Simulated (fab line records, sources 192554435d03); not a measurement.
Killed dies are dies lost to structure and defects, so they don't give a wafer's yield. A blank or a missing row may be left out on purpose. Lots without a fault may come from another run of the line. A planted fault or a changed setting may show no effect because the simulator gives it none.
Chamber matching | flow n5_finfet | N5_ILD0_CMP_07 on cmp-04: 4 sister chambers
The step polishes SiO2 flowable, stops on poly-Si, t overpolish 1.18 s, target thk 138.88 nm. 8 wafers are shown with their chamber, then 8 later ones without.

WAFERS WITH THEIR CHAMBER
wafer  | chamber | motor_current_A (A)
L077.5 | 3       | 10.0
L078.6 | 2       | 14.8
L080.3 | 1       | 11.2
L080.5 | 0       | 10.1
L083.1 | 3       | 9.9
L083.4 | 1       | 11.4
L083.5 | 0       | 11.2
L084.4 | 2       | 14.4

WAFERS WITHOUT THEIR CHAMBER
wafer  | motor_current_A (A)
L084.5 | 10.0
L084.6 | 10.8
L087.2 | 14.2
L087.3 | 11.5
L087.4 | 9.8
L090.1 | 10.3
L090.2 | 11.6
L090.4 | 10.7

WHICH CHAMBER EACH WENT THROUGH
wafer  | from the rows above          | in truth
L084.5 | can't be placed: 3 or 0      | 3
L084.6 | can't be placed: 0 or 1 or 3 | 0
L087.2 | 2                            | 2
L087.3 | can't be placed: 1 or 0      | 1
L087.4 | can't be placed: 3 or 0      | 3
L090.1 | can't be placed: 0 or 3 or 1 | 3
L090.2 | can't be placed: 1 or 0      | 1
L090.4 | can't be placed: 0 or 1 or 3 | 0
Placed correctly: 1 of 8. Can't be placed from these rows: 7 (the true chamber is among the candidates in 7). Placed wrongly: 0.
How it was worked out, from the rows above alone: a wafer's distance from a chamber is the root of the sum, over the readings, of the square of ((its reading less the chamber's mean) divided by the reading's scatter). The wafer belongs to the nearest chamber; if the next one is less than 2 further off, it can't be placed. A chamber's mean is the mean of its shown wafers. The scatter: the root of (the sum of the squares of (reading less its chamber's mean) over the shown wafers, divided by (wafers less chambers)).
